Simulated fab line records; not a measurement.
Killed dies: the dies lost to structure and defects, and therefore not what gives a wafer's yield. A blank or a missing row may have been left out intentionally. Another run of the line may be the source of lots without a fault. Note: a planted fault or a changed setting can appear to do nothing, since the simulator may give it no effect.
fab line records + flow n5-finfet
record
- lots=4
- wafers=10
- last-day=16
route steps=1938 shown BEOL_M0_SAQP@683 BEOL_M0_CUTY@701 BEOL_M0@715 BEOL_M4@1111 PASSIVATION@1936
lots with no fault: from the same line, run without faults
start-h: start of the lot's first displayed wafer, in hours after the record's first day + wait-h: how many hours have passed since the lot's step before this one + " identical to the entry in the row above + L1.1+2: one row covering several wafers at once + - no value, or no start given + * or withheld: withheld + < > ~ a bound
route shown NAME@n: NAME is a module with steps in the file, n the number in the route of the first one + usual: mean/standard deviation of fault-free wafers + same: alike in all rows + chamber/n: place in a boat + sites: the reading at each site + _std_site: the values' standard deviation + _edge_site: inner sites' mean taken away from outer sites' mean + radius-mm: how far each site lies from the wafer's centre + mask NAME#n: copy n + behind: tool/chamber where the wafer was last shaped + hold: cause of the lot's hold/its duration in hours/its outcome + device: transistor that didn't switch, given as n, p or np + end of line: the route-end tests of the same wafers + a step with no rows: only its recipe + killed: dies lost to structure and defects at the first sort, not the wafer's yield + map: a wafer's dies, marking killed ones x, the rest . and places with no die _
set.NAME: the setting the step ran with; set.NAME@STEP: the setting that earlier step ran with + model.NAME: the simulator's own value behind a step, which no gauge read
lots at some steps of the route; a table a step, a row a wafer
services: when a tool's chamber went out of use (start-h, in hours from the record's first day, below 0 if earlier), for how many hours, and the reason
## steps
# step N5_BEOL_M0_SAQP_COAT_34
# recipe
- resist=CAR-EUV
- spin-rpm=1500
- resist-thk-nm=30
# step N5_BEOL_M0_SAQP_EBR_36
# recipe
- solvent=PGMEA
- ebr-width-mm=1.5
# step N5_BEOL_M0_SAQP_SOFTBAKE_35
# recipe
- temp-c=110
- time-s=60
- resist=CAR-EUV
# step N5_BEOL_M0_SAQP_EXPOSE_37
# recipe
- mask-id=M0_CUT1
- na=0.33
- source-shape=annular
- sigma-inner=0.35
- sigma-outer=0.8
- polarization=unpolarized
- target-cd-nm=30
- dose-mj=44.75
# step N5_BEOL_M0_SAQP_PEB_38
# recipe
- peb-temp-c=100
- peb-time-s=60
- resist=CAR-EUV
# step N5_BEOL_M0_SAQP_DEVELOP_39
# recipe
- develop-time-s=30
- developer=TMAH
- resist=CAR-EUV
- rinse-liquid=surfactant-rinse
- dry=air-spin
- dev-temp-c=23
# step N5_BEOL_M0_SAQP_DESCUM_45
# recipe
- chemistry=O2
- time-s=7
- source-power-w=50
- bias-power-w=20
- pressure-mtorr=20
- rf-frequency-hz=2.712e+07
- temp-c=40
- resist=CAR-EUV
- o2-flow-sccm=225
# step N5_BEOL_M0_SAQP_ETCH_88
# recipe
- chemistry=N2/H2
- target=underlayer
- target-depth-a=65
- time-s=5.2
- ion-energy-ev=200
- mask-material=CAR-EUV
- pressure-mtorr=30
- source-w=840
- bias-w=150
- n2-flow-sccm=200
- h2-flow-sccm=200
- ends=cleared
# step N5_BEOL_M0_SAQP_ETCH_73
# recipe
- chemistry=CF4
- target=SiARC
- target-depth-a=195
- mask-material=CAR-EUV
- time-s=32.5
- ion-energy-ev=80
- pressure-mtorr=40
- source-w=545
- bias-w=36
- Ar_flow_sccm=100
- cf4-flow-sccm=100
- ends=cleared
# step N5_BEOL_M0_SAQP_CUT_ETCH_46
# recipe
- chemistry=N2/H2
- target=SOC
- target-depth-a=1350
- overetch-a=270
- temp-c=40
- time-s=202.5
- ion-energy-ev=200
- mask-material=SiARC
- pressure-mtorr=30
- source-w=840
- bias-w=150
- n2-flow-sccm=200
- h2-flow-sccm=200
# usual
- drypump-motor-current-A=5.7/0.55
- rf-vpp-V=524.1/2.5
- showerhead-plenum-p-Torr=2.54/0.081
- throttle-valve-pct=17.77/0.22
| lot.wafer | tool        | chamber | start-h | wait-h | drypump-motor-current-A | rf-hours-counter-h | rf-vpp-V | showerhead-plenum-p-Torr | throttle-valve-pct | model.SiARC_of_BEOL_M0_SAQP_COAT_72.thk-nm | model.BEOL_M0_SAQP.cd-nm |
|-----------|-------------|---------|---------|--------|-------------------------|--------------------|----------|--------------------------|--------------------|--------------------------------------------|--------------------------|
| L663.1    | rie-diel-06 | 0       | 115.47  | 0.0    | 6.2                     | 151                | 519.8    | 2.42                     | 17.88              | 5                                          | 30                       |
| L663.4    | "           | 2       | "       | "      | 5.0                     | -                  | 522.1    | 2.50                     | 17.34              | 4.6                                        | 30                       |
| L663.5    | "           | 0       | "       | "      | 6.2                     | -                  | 520.3    | 2.42                     | 17.89              | 5.2                                        | 30                       |
| L665.1    | rie-diel-06 | 3       | 125.36  | 0.0    | 5.7                     | 87                 | 527.2    | 2.67                     | 17.61              | 4.6                                        | 29.8                     |
| L665.3    | "           | 0       | "       | "      | 6.2                     | 155                | 521.4    | 2.42                     | 17.89              | 5.2                                        | 30                       |
| L665.4    | "           | 2       | "       | "      | 5.0                     | 14                 | 524.5    | 2.50                     | 17.34              | 4.8                                        | 30                       |
| L678.4    | rie-diel-06 | 1       | 206.40  | 0.0    | 5.1                     | 220                | 523.2    | 2.50                     | 17.74              | 9.8                                        | 28.4                     |
| L678.6    | "           | 0       | "       | "      | 6.3                     | -                  | 520.1    | 2.41                     | 17.95              | 9.4                                        | 28                       |
| L679.2    | rie-diel-06 | 0       | 209.37  | 0.0    | 6.3                     | 177                | 521.1    | 2.41                     | 17.93              | 5.2                                        | 29.8                     |
| L679.6    | "           | 1       | "       | "      | 5.1                     | -                  | 521.7    | 2.50                     | 17.72              | 9.8                                        | 28.2                     |
# step N5_BEOL_M0_SAQP_STRIP_74
# recipe
- chemistry=N2/H2
- temp-c=40
- n2-flow-sccm=200
- h2-flow-sccm=200
- rf-frequency-hz=6e+07
# step N5_BEOL_M0_SAQP_STRIP_89
# recipe
- chemistry=N2/H2
- temp-c=40
- n2-flow-sccm=200
- h2-flow-sccm=200
- rf-frequency-hz=6e+07
# step N5_BEOL_M0_SAQP_ALD_48
# recipe
- material=SiO2
- target-thk-a=200
- temp-c=100
- ald-precursor-family=BDEAS
- ald-co-reactant=O2-plasma
- pulse-time-s=1
- co-reactant-pulse-time-s=1
- purge-time-s=2
- co-reactant-purge-time-s=2
- ald-cycles=139
- pressure-torr=2
# step N5_BEOL_M0_SAQP_ETCH_49
# recipe
- chemistry=CF4/O2
- target-depth-a=370
- target=SiO2
- pressure-mtorr=40
- source-w=535
- bias-w=49
- Ar_flow_sccm=100
- cf4-flow-sccm=100
- O2_flow_sccm=10
- ion-energy-ev=100
# usual
- cf4-flow-sccm=99.98/0.28
- drypump-motor-current-A=5.7/0.58
- oes-product-au=0.78/0.092
- rf-vpp-V=240/5.3
- showerhead-plenum-p-Torr=2.22/0.058
- throttle-valve-pct=15.86/0.25
| lot.wafer | tool        | chamber | start-h | wait-h | cf4-flow-sccm | drypump-motor-current-A | oes-product-au | rf-hours-counter-h | rf-vpp-V | showerhead-plenum-p-Torr | throttle-valve-pct | model.BEOL_M0_SAQP.cd-nm |
|-----------|-------------|---------|---------|--------|---------------|-------------------------|----------------|--------------------|----------|--------------------------|--------------------|--------------------------|
| L663.1    | rie-diel-01 | 3       | 116.37  | 0.3    | 100.28        | 5.9                     | 0.76           | 169                | 235      | 2.11                     | 15.91              | 30                       |
| L663.4    | "           | 0       | "       | "      | 100.46        | 5.2                     | 0.77           | 133                | 237      | 2.22                     | 16.12              | 30                       |
| L663.5    | "           | 1       | "       | "      | 100.30        | 4.9                     | 0.72           | -                  | 237      | 2.28                     | 15.82              | 30                       |
| L665.1    | rie-diel-06 | 1       | 126.19  | 0.3    | 100.11        | 5.0                     | 0.73           | 197                | 232      | 2.19                     | 15.89              | 29.8                     |
| L665.3    | "           | 2       | "       | "      | 100.22        | 5.0                     | 0.94           | 14                 | 245      | 2.16                     | 15.29              | 30                       |
| L665.4    | "           | 0       | "       | "      | 99.93         | 6.2                     | 0.75           | 155                | 242      | 2.12                     | 16.01              | 30                       |
| L678.4    | rie-diel-06 | 0       | 207.16  | 0.3    | 100.05        | 6.3                     | 0.74           | 176                | 242      | 2.11                     | 16.08              | 28.2                     |
| L678.6    | "           | 3       | "       | "      | 99.56         | 5.7                     | 0.79           | -                  | 253      | 2.30                     | 15.80              | 28                       |
| L679.2    | rie-diel-06 | 0       | 210.40  | 0.3    | 99.77         | 6.2                     | 0.75           | 178                | 240      | 2.11                     | 16.06              | 29.8                     |
| L679.6    | "           | 1       | "       | "      | 99.74         | 5.0                     | 0.72           | -                  | 232      | 2.18                     | 15.96              | 28                       |
# step N5_BEOL_M0_SAQP_STRIP_75
# recipe
- chemistry=CF4
- resist=SiARC
- power-w=300
- bias-power-w=75
- pressure-mtorr=50
- cf4-flow-sccm=150
- rf-frequency-hz=6e+07
# step N5_BEOL_M0_CUTY_COAT_50
# recipe
- resist=SiARC
- temp-c=220
- time-s=60
- spin-rpm=1500
- resist-thk-nm=15
# step N5_BEOL_M0_CUTY_COAT_51
# recipe
- resist=CAR-ArF-block
- spin-rpm=1500
- resist-thk-nm=150
# step N5_BEOL_M0_CUTY_EBR_52
# recipe
- solvent=PGMEA
- ebr-width-mm=1.5
# step N5_BEOL_M0_CUTY_SOFTBAKE_53
# recipe
- temp-c=110
- time-s=60
- resist=CAR-ArF-block
# step N5_BEOL_M0_CUTY_EXPOSE_54
# recipe
- mask-id=M0_ABLK
- na=1.35
- source-shape=conventional
- sigma-outer=0.8
- polarization=unpolarized
- dose-mj=36
# step N5_BEOL_M0_CUTY_PEB_55
# recipe
- peb-temp-c=110
- peb-time-s=60
- resist=CAR-ArF-block
# step N5_BEOL_M0_CUTY_DEVELOP_56
# recipe
- develop-time-s=30
- developer=TMAH
- resist=CAR-ArF-block
- rinse-liquid=diw
- dry=air-spin
- dev-temp-c=23
# step N5_BEOL_M0_CUTY_DESCUM_61
# recipe
- chemistry=O2
- time-s=7.9
- source-power-w=50
- bias-power-w=20
- pressure-mtorr=20
- rf-frequency-hz=2.712e+07
- temp-c=40
- resist=CAR-ArF-block
- o2-flow-sccm=225
# step N5_BEOL_M0_CUTY_ETCH_62
# recipe
- chemistry=CF4
- target=SiARC
- mask-material=CAR-ArF-block
- time-s=58.5
- ion-energy-ev=80
- pressure-mtorr=40
- source-w=545
- bias-w=36
- Ar_flow_sccm=100
- cf4-flow-sccm=100
- ends=cleared
# step N5_BEOL_M0_CUTY_ETCH_63
# recipe
- chemistry=N2/H2
- target=SOC
- target-depth-a=827
- overetch-a=165
- mask-material=SiARC
- temp-c=40
- ion-energy-ev=200
- time-s=124
- pressure-mtorr=30
- source-w=840
- bias-w=150
- n2-flow-sccm=200
- h2-flow-sccm=200
# step N5_BEOL_M0_CUTY_STRIP_64
# recipe
- chemistry=N2/H2
- temp-c=40
- n2-flow-sccm=200
- h2-flow-sccm=200
- rf-frequency-hz=6e+07
# step N5_BEOL_M0_ETCH_138
# recipe
- chemistry=CH3F/O2
- target-depth-a=120
- target=SiCN
- time-s=31.6
- ion-energy-ev=120
- pressure-mtorr=30
- source-w=395
- bias-w=75
- Ar_flow_sccm=150
- CH3F_flow_sccm=30
- O2_flow_sccm=20
- ends=cleared
# step N5_BEOL_M0_HM_OPEN_105
# recipe
- chemistry=Cl2/BCl3
- target-depth-a=120
- target=TiN
- ion-energy-ev=150
- pressure-mtorr=10
- icp-w=1000
- bias-w=126
- Cl2_flow_sccm=53.25
- bcl3-flow-sccm=21.75
- Ar_flow_sccm=25
# step N5_BEOL_M0_STRIP_140
# recipe
- chemistry=CF4
- resist=SiARC
- power-w=300
- bias-power-w=75
- pressure-mtorr=50
- cf4-flow-sccm=150
- rf-frequency-hz=6e+07
# step N5_BEOL_M0_STRIP_104
# recipe
- chemistry=N2/H2
- power-w=450
- temp-c=40
- pressure-mtorr=20
- rf-frequency-hz=6e+07
- overash-fraction=0.3
- bias-power-w=7
- h2-frac=0.5
- n2-flow-sccm=200
- h2-flow-sccm=200
# step N5_BEOL_M0_WET_ETCH_106
# recipe
- chemistry=DHF
- dilution=10:1
- temp-c=25
- target=SiO2
- target-depth-a=1300
- dry=ipa-marangoni
- rinse-time-s=30
- rinse-temp-c=23
# step N5_BEOL_M0_ETCH_128
# recipe
- chemistry=CF4/N2
- target-depth-a=120
- overetch-a=51
- target=SiCN
- time-s=21.4
- ion-energy-ev=150
- pressure-mtorr=40
- source-w=430
- bias-w=70
- Ar_flow_sccm=100
- cf4-flow-sccm=60
- n2-flow-sccm=60
# step N5_BEOL_M0_TRENCH_ETCH_107
# recipe
- chemistry=C4F6/O2
- target-depth-a=328
- target=SiOC
- time-s=16.4
- ion-energy-ev=250
- pressure-mtorr=30
- source-w=355
- bias-w=185
- Ar_flow_sccm=300
- C4F6_flow_sccm=10
- O2_flow_sccm=10
# step N5_BEOL_M0_STRIP_142
# recipe
- chemistry=N2/H2
- time-s=10
- power-w=450
- temp-c=40
- pressure-mtorr=20
- rf-frequency-hz=6e+07
- bias-power-w=7
- n2-flow-sccm=200
- h2-flow-sccm=200
# step N5_BEOL_M0_HM_STRIP_129
# recipe
- chemistry=peroxide-tin-strip
- material=TiN
- target-depth-a=170
- temp-c=50
- time-s=108
# step N5_BEOL_M4_RC_MEAS_101
# usual
- DIBL_N=36.2/1.6
- DIBL_P=36.5/1.9
- IOFF_N=0.158/0.027
- IOFF_P=0.21/0.038
- ION_N=675/12
- ION_P=464/8.9
- SS_N=71.5/0.61
- SS_P=73.4/0.59
- VT_N=250.4/3
- VT_P=-250/3.6
| lot.wafer | tool      | chamber | start-h | wait-h | DIBL_N[mV/V] | DIBL_P[mV/V] | IOFF_N[nA/um] | IOFF_P[nA/um] | ION_N[uA/um] | ION_P[uA/um] | SS_N[mV/dec] | SS_P[mV/dec] | VT_N[mV] | VT_P[mV] |
|-----------|-----------|---------|---------|--------|--------------|--------------|---------------|---------------|--------------|--------------|--------------|--------------|----------|----------|
| L663.1    | prober-02 | 0       | 167.19  | 0.0    | 36.5         | 37.6         | 0.160         | 0.24          | 673          | 467          | 72.0         | 73.2         | 250.8    | -250     |
| L663.4    | "         | 0       | "       | "      | 36.1         | 37.2         | 0.158         | 0.22          | 674          | 460          | 70.8         | 73.3         | 249.6    | -251     |
| L663.5    | "         | 0       | "       | "      | 35.6         | 36.8         | 0.149         | 0.21          | 672          | 464          | 71.8         | 72.6         | 252.1    | -249     |
| L665.1    | prober-01 | 0       | 170.19  | 0.0    | 34.6         | 34.5         | 0.125         | 0.17          | 661          | 456          | 70.9         | 73.1         | 255.4    | -257     |
| L665.3    | "         | 0       | "       | "      | 33.8         | 33.2         | 0.115         | 0.16          | 659          | 455          | 71.0         | 73.3         | 254.6    | -254     |
| L665.4    | "         | 0       | "       | "      | 35.7         | 35.9         | 0.150         | 0.20          | 672          | 460          | 71.4         | 73.8         | 250.0    | -252     |
| L678.6    | prober-02 | 0       | 275.87  | 0.8    | 35.5         | 35.9         | 0.148         | 0.19          | 669          | 459          | 72.0         | 73.0         | 248.8    | -251     |
| L679.2    | prober-02 | 0       | 276.97  | 0.2    | 35.5         | 35.7         | 0.137         | 0.18          | 682          | 465          | 70.4         | 72.0         | 254.0    | -254     |
| L679.6    | "         | 0       | "       | "      | 37.0         | 36.4         | 0.165         | 0.20          | 690          | 471          | 71.0         | 72.8         | 248.1    | -250     |
# step N5_PASSIVATION_PROBE_49
# usual
- defect-limited-yield=91.3/1.7
- killed_at_M0_to_M3=33/11
- killed_at_M4_up=14/5.5
- killed-at-contacts=13/6.5
- killed-at-front-end=39/13
- killed-at-other=3.4/2.9
- killed-dies=103/20
- killed-on-rim=14/4.3
- killed-open=69/15
- killed-short=32/8.1
- sort_bin_5_function=5.1/1.1
- sort_bin_6_memory=3.3/0.74
- sort-n-pass=1077/20
- sort-yield-pct=91.3/1.7
# same
- gross-dies=1180
- killed-at-back-side=0
- sort_bin_4_leakage[%]=0
- sort_bin_8_speed[%]=0
| lot.wafer | tool      | chamber | start-h | wait-h | defect-limited-yield[%] | killed_at_M0_to_M3 | killed_at_M4_up | killed-at-contacts | killed-at-front-end | killed-at-other | killed-dies | killed-on-rim | killed-open | killed-short | sort_bin_5_function[%] | sort_bin_6_memory[%] | sort-n-pass | sort-yield-pct[%] |
|-----------|-----------|---------|---------|--------|-------------------------|--------------------|-----------------|--------------------|---------------------|-----------------|-------------|---------------|-------------|--------------|------------------------|----------------------|-------------|-------------------|
| L663.1    | prober-01 | -       | 282.52  | 0.0    | 90.8                    | 20                 | 8               | 21                 | 58                  | 1               | 108         | 22            | 81          | 27           | 5.3                    | 3.8                  | 1072        | 90.8              |
| L663.4    | prober-01 | -       | 282.67  | 0.2    | 93.2                    | 18                 | 15              | 10                 | 36                  | 1               | 80          | 11            | 58          | 22           | 3.8                    | 3.0                  | 1100        | 93.2              |
| L663.5    | prober-01 | -       | 282.72  | 0.2    | 91.1                    | 24                 | 16              | 8                  | 52                  | 5               | 105         | 16            | 71          | 33           | 5.5                    | 3.2                  | 1075        | 91.1              |
| L678.4    | prober-01 | -       | 378.29  | 0.2    | 0                       | 1117               | 11              | 11                 | 40                  | 1               | 1180        | 152           | 87          | 28           | 94.9                   | 4.7                  | 0           | 0                 |
| L678.6    | prober-01 | -       | 378.39  | 0.3    | 81.9                    | 130                | 13              | 4                  | 65                  | 2               | 214         | 83            | 84          | 30           | 13.1                   | 4.7                  | 966         | 81.9              |
| L679.2    | prober-01 | -       | 391.85  | 0.1    | 90.9                    | 48                 | 13              | 13                 | 33                  | 0               | 107         | 16            | 68          | 39           | 5.6                    | 3.3                  | 1073        | 90.9              |
| L679.6    | prober-01 | -       | 392.05  | 0.3    | 71.3                    | 267                | 16              | 12                 | 38                  | 6               | 339         | 25            | 63          | 37           | 25.5                   | 3.1                  | 841         | 71.3              |
# killed by level:class
L663.1 STI_FIN_REVEAL:geometric-particle:open=25 MOL_CONTACT_COAG:geometric-particle:open=16 STI_FIN_REVEAL:geometric-particle:short=5 MOL_CONTACT_COAG:geometric-particle:short=5 FIN_SAQP:geometric-particle:open=4 BEOL_M2:geometric-particle:open=4 STARTING-WAFER:geometric-particle:open=4 FIN_SAQP:geometric-particle:short=3
L663.4 STI_FIN_REVEAL:geometric-particle:open=13 FIN_SAQP:geometric-particle:open=8 MOL_CONTACT_COAG:geometric-particle:open=8 BEOL_M0_SAQP:geometric-particle:short=5 BEOL_M0_SAQP:geometric-particle:open=4 BEOL_M1:geometric-particle:open=4 BEOL_M4:geometric-particle:open=4 FIN_SAQP:geometric-particle:short=3
L663.5 STI_FIN_REVEAL:geometric-particle:open=11 BEOL_M4:geometric-particle:open=11 FIN_SAQP:geometric-particle:open=10 MOL_CONTACT_COAG:geometric-particle:open=7 STI_FIN_REVEAL:geometric-particle:short=6 FIN_SAQP:geometric-particle:short=5 DUMMY_GATE:geometric-particle:open=5 BEOL_M0_SAQP:geometric-particle:short=5
L678.4 BEOL_M0_SAQP:area-etch=1065 FIN_SAQP:geometric-particle:open=16 BEOL_M0_SAQP:geometric-particle:open=14 STI_FIN_REVEAL:geometric-particle:open=12 MOL_CONTACT_COAG:geometric-particle:open=10 BEOL_M0_SAQP:geometric-particle:short=10 BEOL_M3:geometric-particle:open=10 BEOL_M1:geometric-particle:open=9
L678.6 BEOL_M0_SAQP:area-etch=95 FIN_SAQP:geometric-particle:open=26 BEOL_M0_SAQP:geometric-particle:open=12 FIN_SAQP:geometric-particle:short=9 STI_FIN_REVEAL:geometric-particle:open=9 BEOL_M2:geometric-particle:open=8 BEOL_M0_SAQP:geometric-particle:short=7 DUMMY_GATE:geometric-particle:open=5
L679.2 BEOL_M0_SAQP:geometric-particle:open=16 BEOL_M0_SAQP:geometric-particle:short=11 MOL_CONTACT_COAG:geometric-particle:open=10 FIN_SAQP:geometric-particle:open=8 BEOL_M2:geometric-particle:open=8 FIN_SAQP:geometric-particle:short=7 BEOL_M1:geometric-particle:open=5 BEOL_M4:geometric-particle:open=5
L679.6 BEOL_M0_SAQP:area-etch=233 BEOL_M2:geometric-particle:open=12 FIN_SAQP:geometric-particle:short=10 FIN_SAQP:geometric-particle:open=8 BEOL_M4:geometric-particle:open=8 MOL_CONTACT_COAG:geometric-particle:open=7 BEOL_M0_SAQP:geometric-particle:short=7 BEOL_M3:geometric-particle:open=6
# map L678.4 (x killed, . not)
_________________xxxxxxxxxxxx________________
______________xxxxxxxxxxxxxxxxxx_____________
___________xxxxxxxxxxxxxxxxxxxxxxxx__________
__________xxxxxxxxxxxxxxxxxxxxxxxxxx_________
________xxxxxxxxxxxxxxxxxxxxxxxxxxxxxx_______
_______xxxxxxxxxxxxxxxxxxxxxxxxxxxxxxxx______
______xxxxxxxxxxxxxxxxxxxxxxxxxxxxxxxxxx_____
_____xxxxxxxxxxxxxxxxxxxxxxxxxxxxxxxxxxxx____
____xxxxxxxxxxxxxxxxxxxxxxxxxxxxxxxxxxxxxx___
___xxxxxxxxxxxxxxxxxxxxxxxxxxxxxxxxxxxxxxxx__
___xxxxxxxxxxxxxxxxxxxxxxxxxxxxxxxxxxxxxxxx__
__xxxxxxxxxxxxxxxxxxxxxxxxxxxxxxxxxxxxxxxxxx_
__xxxxxxxxxxxxxxxxxxxxxxxxxxxxxxxxxxxxxxxxxx_
_xxxxxxxxxxxxxxxxxxxxxxxxxxxxxxxxxxxxxxxxxxxx
_xxxxxxxxxxxxxxxxxxxxxxxxxxxxxxxxxxxxxxxxxxxx
_xxxxxxxxxxxxxxxxxxxxxxxxxxxxxxxxxxxxxxxxxxxx
_xxxxxxxxxxxxxxxxxxxxxxxxxxxxxxxxxxxxxxxxxxxx
_xxxxxxxxxxxxxxxxxxxxxxxxxxxxxxxxxxxxxxxxxxxx
_xxxxxxxxxxxxxxxxxxxxxxxxxxxxxxxxxxxxxxxxxxxx
_xxxxxxxxxxxxxxxxxxxxxxxxxxxxxxxxxxxxxxxxxxxx
_xxxxxxxxxxxxxxxxxxxxxxxxxxxxxxxxxxxxxxxxxxxx
__xxxxxxxxxxxxxxxxxxxxxxxxxxxxxxxxxxxxxxxxxx_
__xxxxxxxxxxxxxxxxxxxxxxxxxxxxxxxxxxxxxxxxxx_
___xxxxxxxxxxxxxxxxxxxxxxxxxxxxxxxxxxxxxxxx__
___xxxxxxxxxxxxxxxxxxxxxxxxxxxxxxxxxxxxxxxx__
____xxxxxxxxxxxxxxxxxxxxxxxxxxxxxxxxxxxxxx___
_____xxxxxxxxxxxxxxxxxxxxxxxxxxxxxxxxxxxx____
______xxxxxxxxxxxxxxxxxxxxxxxxxxxxxxxxxx_____
_______xxxxxxxxxxxxxxxxxxxxxxxxxxxxxxxx______
________xxxxxxxxxxxxxxxxxxxxxxxxxxxxxx_______
__________xxxxxxxxxxxxxxxxxxxxxxxxxx_________
___________xxxxxxxxxxxxxxxxxxxxxxxx__________
______________xxxxxxxxxxxxxxxxxx_____________
_________________xxxxxxxxxxxx________________
# map L679.6 (x killed, . not)
_________________x...x..x....________________
______________.............x..xx_____________
___________..............xxxxx..x..__________
__________....x...x..........x...x.x_________
________......x...x....xx..x..xx...xx._______
_______.......x...........x.x..xxx..x..______
______.......x.x.......x....x..xx.x....._____
_____....x....xxx..x..........x..........____
____....x.......x..........x.......x......___
___........x....xx...x...xx...x....x...x...__
___......xx...xxxx........x.x.x...x..x.....__
__........x.x..xx.xxx..xx.x..x.......x......_
__........x....xxx.x.x.x..x.xx.xx....x......_
_x.xx...x......x..xx..x.......x...x..........
_...x..x.xx...xxxxxx.xx....x.....x....x..xx..
_xxx........x...xx.x.......xx..............x.
_xxx...xx.......x.x.x......x.......x.....x...
_xx.....x....xxxxxxx...xx........x.x.....x...
_x.xx......x.xxxx.xxx.x..xx...x......x...x...
_.x.......x.x.x..xxxx.x.x.....x....x.........
_.......xx..x..xxx.xx...x..x.x......x.......x
__....x...........x.x..xxxx.x.......x......._
__....xx.....x...x.xxxxxxxxxx......x.......x_
___......x...xx.x.xxxx.xxxxxx.x.x..........__
___.x.........x..x.xxx.x.xxxxxx............__
____...x...x.xxx.xxx..xxxxxxxxx.x.....x...___
_____........x.xxxx.x.xxxxxxxxxx.x.......____
______.....x....x.x....x.xxx.xx.xx......_____
_______........x..xxx....xxxx.x........______
________...........x....xxxxxxx......._______
__________.x........x....xxxxxx.x..._________
___________x......x....x..xx....x..__________
______________...x.........xx..._____________
_________________....xx..x...________________
## services
| tool        | chamber | start-h | hours | kind   |
|-------------|---------|---------|-------|--------|
| rie-diel-06 | 0       | 160.21  | 2.8   | repair |
## key
first-sign
- step=N5_PASSIVATION_PROBE_49
- reading=killed_at_M0_to_M3
- direction=up
- sigmas=44
- usual=33
- struck=505
effect
- step=N5_PASSIVATION_PROBE_49
- reading=sort_bin_5_function
- direction=up
- sigmas=36
- usual=5.1
- struck=44.5
model-effect
- step=N5_BEOL_M0_SAQP_CUT_ETCH_46
- value=SiARC_of_BEOL_M0_SAQP_COAT_72.thk-nm
- without=5.4
- struck=9.667
model-effect
- step=N5_BEOL_M0_SAQP_ETCH_49
- value=BEOL_M0_SAQP.cd-nm
- without=29.87
- struck=28.07
more-kills-born-at
- N5_BEOL_M0_SAQP_CUT_ETCH_46@rie-diel-06=1393
met-at N5_BEOL_M0_SAQP_CUT_ETCH_46
struck-wafers L678.4,L678.6,L679.6
later-rows-left-out L678.4
onset-between 125.36 206.40
fault
- kind=process-parameter-drift
- tool=rie-diel-06
- chamber=-
- onset-h=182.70
- steps=N5_BEOL_M0_SAQP_CUT_ETCH_46
- channel=time-s
- offset=*
- shape=step
- end-h=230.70
- scope=struck-wafers-only
- acts-in=*
- stated=*
# later-rows-left-out: the simulator's readings of these wafers behind a module that went badly wrong aren't trusted and aren't shown, but for the sort
